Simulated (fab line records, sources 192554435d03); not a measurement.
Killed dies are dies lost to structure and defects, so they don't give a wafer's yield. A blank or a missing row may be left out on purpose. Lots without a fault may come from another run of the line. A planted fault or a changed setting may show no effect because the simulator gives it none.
Chamber matching | flow n5_finfet | N5_BEOL_M0_SAQP_HM_OPEN_112 on rie_diel-05: 4 sister chambers
The step chemistry CHF3/O2, target SiO2, stops on a-Si, target depth 12 nm, time 13.5 s. 4 wafers are shown with their chamber, then 9 later ones without.

WAFERS WITH THEIR CHAMBER
wafer  | chamber | drypump_motor_current_A (A)
L086.2 | 1       | 5.8
L086.6 | 2       | 5.6
L087.5 | 3       | 5.7
L087.6 | 0       | 5.2

WAFERS WITHOUT THEIR CHAMBER
wafer  | drypump_motor_current_A (A)
L088.1 | 5.2
L088.3 | 5.7
L088.5 | 5.2
L089.3 | 5.3
L089.5 | 5.8
L089.6 | 5.3
L090.1 | 5.8
L090.2 | 5.7
L090.4 | 5.2

WHICH CHAMBER EACH WENT THROUGH
wafer  | from the rows above | in truth
L088.1 | 0                   | 0
L088.3 | 3                   | 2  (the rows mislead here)
L088.5 | 0                   | 0
L089.3 | 0                   | 0
L089.5 | 1                   | 1
L089.6 | 0                   | 0
L090.1 | 1                   | 1
L090.2 | 3                   | 3
L090.4 | 0                   | 0
Placed correctly: 8 of 9. Can't be placed from these rows: 0. Placed wrongly: 1.
How it was worked out, from the rows above alone: a wafer's distance from a chamber is the root of the sum, over the readings, of the square of ((its reading less the chamber's mean) divided by the reading's scatter). The wafer belongs to the nearest chamber; if the next one is less than 2 further off, it can't be placed. A chamber's mean is the mean of its shown wafers. The scatter: with one shown wafer a chamber, the root of the mean of the squares of how far each hidden wafer lies from its nearest shown one.
